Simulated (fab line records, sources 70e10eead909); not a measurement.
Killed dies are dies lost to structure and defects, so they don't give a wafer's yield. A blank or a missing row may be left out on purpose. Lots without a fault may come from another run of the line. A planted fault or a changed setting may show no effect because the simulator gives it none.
Which tool did it? | flow nand_harc | 13 lots, 39 wafers sampled, at 4 steps of a route of 1302

WHAT THE GAUGES READ, wafer by wafer
NHARC_A_ONON_D2_THK_MEAS_02: measures by ellipsometry.
lot  | measured     | on            | thk_nm (nm)
L519 | day 12 05:50 | film_metro-02 | 995 995 997
L521 | day 13 08:38 | film_metro-01 | 999 1000 998
L522 | day 14 02:01 | film_metro-01 | 992 993 992
L523 | day 14 11:58 | film_metro-02 | 1001 1001 1002
L525 | day 14 21:07 | film_metro-02 | 998 995 998
L524 | day 14 20:56 | film_metro-01 | 1000 1002 1001
L526 | day 15 11:09 | film_metro-01 | 1009 1009 1009
L528 | day 16 15:41 | film_metro-01 | 999 998 1000
L530 | day 17 06:06 | film_metro-01 | 998 998 997
L529 | day 17 06:06 | film_metro-02 | 998 997 997
L536 | day 19 03:45 | film_metro-02 | 993 994 1603
L541 | day 21 19:04 | film_metro-02 | 992 994 993
L542 | day 22 10:11 | film_metro-01 | 998 997 999

WHICH TOOL RAN EACH LOT (tool, then ch and the chambers of the sampled wafers, then the start)
lot  | NHARC_A_CHANNEL_FILL_D1_STRIP_29              | NHARC_A_DECK1_JOINT_DEP_16      | NHARC_A_ONON_D2_DEP_00
L519 | rie_diel-02 ch 1,2, day 12 04:59 or earlier   | pecvd-04 ch 1,2, day 12 04:59   | pecvd_onon-02 ch 0, day 12 05:20
L521 | rie_diel-10 ch 1,3, day 13 07:46 or earlier   | pecvd-02 ch 1,2, day 13 07:46   | pecvd_onon-04 ch 0, day 13 08:11
L522 | rie_diel-10 ch 1,3, day 14 01:08 or earlier   | pecvd-04 ch 0,1,2, day 14 01:08 | pecvd_onon-02 ch 0, day 14 01:31
L523 | rie_diel-02 ch 0,3, day 14 11:04 or earlier   | pecvd-02 ch 0,1, day 14 11:04   | pecvd_onon-02 ch 0, day 14 11:34
L525 | rie_diel-10 ch 1,2, day 14 20:17 or earlier   | pecvd-02 ch 0,2, day 14 20:17   | pecvd_onon-03 ch 0, day 14 20:43
L524 | rie_diel-13 ch 1,2,3, day 14 20:07 or earlier | pecvd-02 ch 1,2, day 14 20:07   | pecvd_onon-04 ch 0, day 14 20:29
L526 | rie_diel-13 ch 0,2,3, day 15 10:16 or earlier | pecvd-02 ch 0,2, day 15 10:16   | pecvd_onon-03 ch 0, day 15 10:38
L528 | rie_diel-02 ch 1,2, day 16 14:47 or earlier   | pecvd-02 ch 1,2, day 16 14:47   | pecvd_onon-04 ch 0, day 16 15:17
L530 | rie_diel-10 ch 1,3, day 15 10:39              | pecvd-02 ch 0,2, day 17 05:13   | pecvd_onon-04 ch 0, day 17 05:39
L529 | rie_diel-10 ch 1,2, day 15 10:56              | pecvd-04 ch 1,2, day 17 05:13   | pecvd_onon-02 ch 0, day 17 05:39
L536 | rie_diel-13 ch 0,3, day 17 11:37              | pecvd-02 ch 0,2, day 19 02:51   | pecvd_onon-04 ch 0, day 19 03:14
L541 | rie_diel-13 ch 0,3, day 21 18:08 or earlier   | pecvd-02 ch 1,2, day 21 18:08   | pecvd_onon-03 ch 0, day 21 18:37
L542 | rie_diel-10 ch 0,1, day 20 05:36              | pecvd-04 ch 1,2, day 22 09:18   | pecvd_onon-02 ch 0, day 22 09:41
- NHARC_A_CHANNEL_FILL_D1_STRIP_29: strips in O2, time 20 s.
- NHARC_A_DECK1_JOINT_DEP_16: deposits SiO2, target thk 45 nm.
- NHARC_A_ONON_D2_DEP_00: target thk 1000 nm.

WHAT THE TOOLS THEMSELVES READ (means of the sampled wafers that have a number; where no wafer has one, the mark that the record gives instead)
NHARC_A_CHANNEL_FILL_D1_STRIP_29.
lot  | tool        | drypump_motor_current_A (A) | oes_product_au (a.u.) | rf_vpp_V (V) | showerhead_plenum_p_Torr (Torr) | throttle_valve_pct (%)
L519 | rie_diel-02 | 6.7                         | 0.999                 | 57.8         | 3.37                            | 17.034
L521 | rie_diel-10 | 5.3                         | 1.003                 | 57.5         | 3.37                            | 17.038
L522 | rie_diel-10 | 5.5                         | 0.995                 | 57.3         | 3.34                            | 17.046
L523 | rie_diel-02 | 5.8                         | 1.006                 | 57.9         | 3.70                            | 17.039
L525 | rie_diel-10 | 5.5                         | 0.989                 | 57.5         | 3.43                            | 17.042
L524 | rie_diel-13 | 5.3                         | 1.000                 | 57.5         | 3.66                            | 17.041
L526 | rie_diel-13 | 5.3                         | 0.992                 | 56.9         | 3.54                            | 17.040
L528 | rie_diel-02 | 6.7                         | 0.995                 | 57.0         | 3.37                            | 17.037
L530 | rie_diel-10 | 5.5                         | 0.997                 | 58.0         | 3.33                            | 17.040
L529 | rie_diel-10 | 5.5                         | 0.996                 | 57.4         | 3.36                            | 17.045
L536 | rie_diel-13 | 5.6                         | 0.981                 | 57.2         | 3.49                            | 17.041
L541 | rie_diel-13 | 5.6                         | 0.994                 | 56.4         | 3.49                            | 17.045
L542 | rie_diel-10 | 5.7                         | 1.007                 | 57.4         | 3.36                            | 17.039

NHARC_A_DECK1_JOINT_DEP_16.
lot  | tool     | heater_power_w (W) | throttle_valve_pct (%)
L519 | pecvd-04 | 506                | 16.5
L521 | pecvd-02 | 752                | 15.6
L522 | pecvd-04 | 520                | 16.3
L523 | pecvd-02 | 534                | 15.7
L525 | pecvd-02 | 525                | 15.3
L524 | pecvd-02 | 712                | 15.5
L526 | pecvd-02 | 533                | 15.2
L528 | pecvd-02 | 731                | 15.8
L530 | pecvd-02 | 585                | 15.4
L529 | pecvd-04 | 494                | 16.6
L536 | pecvd-02 | 533                | 15.3
L541 | pecvd-02 | 624                | 15.3
L542 | pecvd-04 | 437                | 16.1

NHARC_A_ONON_D2_DEP_00.
lot  | tool          | n2_flow_sccm (sccm)
L519 | pecvd_onon-02 | 2742
L521 | pecvd_onon-04 | 2750
L522 | pecvd_onon-02 | 2755
L523 | pecvd_onon-02 | 2743
L525 | pecvd_onon-03 | 2738
L524 | pecvd_onon-04 | 2760
L526 | pecvd_onon-03 | 2749
L528 | pecvd_onon-04 | 2756
L530 | pecvd_onon-04 | 2756
L529 | pecvd_onon-02 | 2748
L536 | pecvd_onon-04 | 2740
L541 | pecvd_onon-03 | 2737
L542 | pecvd_onon-02 | 2746

THE ANSWER, worked out from the rows above alone
Rule: what is usual is taken from the lots themselves. Put in order of their means at a reading, lots are off if they are a third of the lots or fewer, leave a main group of 4 or more, and stand apart from it by a gap of 3 or more times the standard deviation of the main group's means; of several such gaps the widest counts. A main group whose means are all the same, to the digits that the tables above print for the reading, isn't used. A lot without any number at a reading at which 4 lots or more have one is off too. The other lots that the step has rows for count as sound. The gauges are gone through in route order, then the tools' own readings, and for those a lot's mean is taken as printed above. The first step at which some lot is off is used, and at that step the reading that is off furthest; a lot without a number counts as furthest.
Off: L536, at NHARC_A_ONON_D2_THK_MEAS_02 (thk_nm). The main group: mean 998 nm, standard deviation 4.1.
A tool fits if, at a process step before that reading, it ran every lot that is off, and no sound lot after the first of them. The gauges at NHARC_A_ONON_D2_THK_MEAS_02 are tried like those tools. NHARC_A_CHANNEL_FILL_D1_STRIP_29 gives no start for some lots, so the hours and the order of its lots are those of NHARC_A_DECK1_JOINT_DEP_16. One fits: pecvd_onon-04 at NHARC_A_ONON_D2_DEP_00. Its last sound lot is L530 (day 17 05:39), its first lot that is off L536 (day 19 03:14): a fault that began between those two fits.

WHAT THE SIMULATOR HAD PUT IN
Process parameter drift: pecvd_onon-04, from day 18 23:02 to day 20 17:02, at NHARC_A_ONON_D2_DEP_00. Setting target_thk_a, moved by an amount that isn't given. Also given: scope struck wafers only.
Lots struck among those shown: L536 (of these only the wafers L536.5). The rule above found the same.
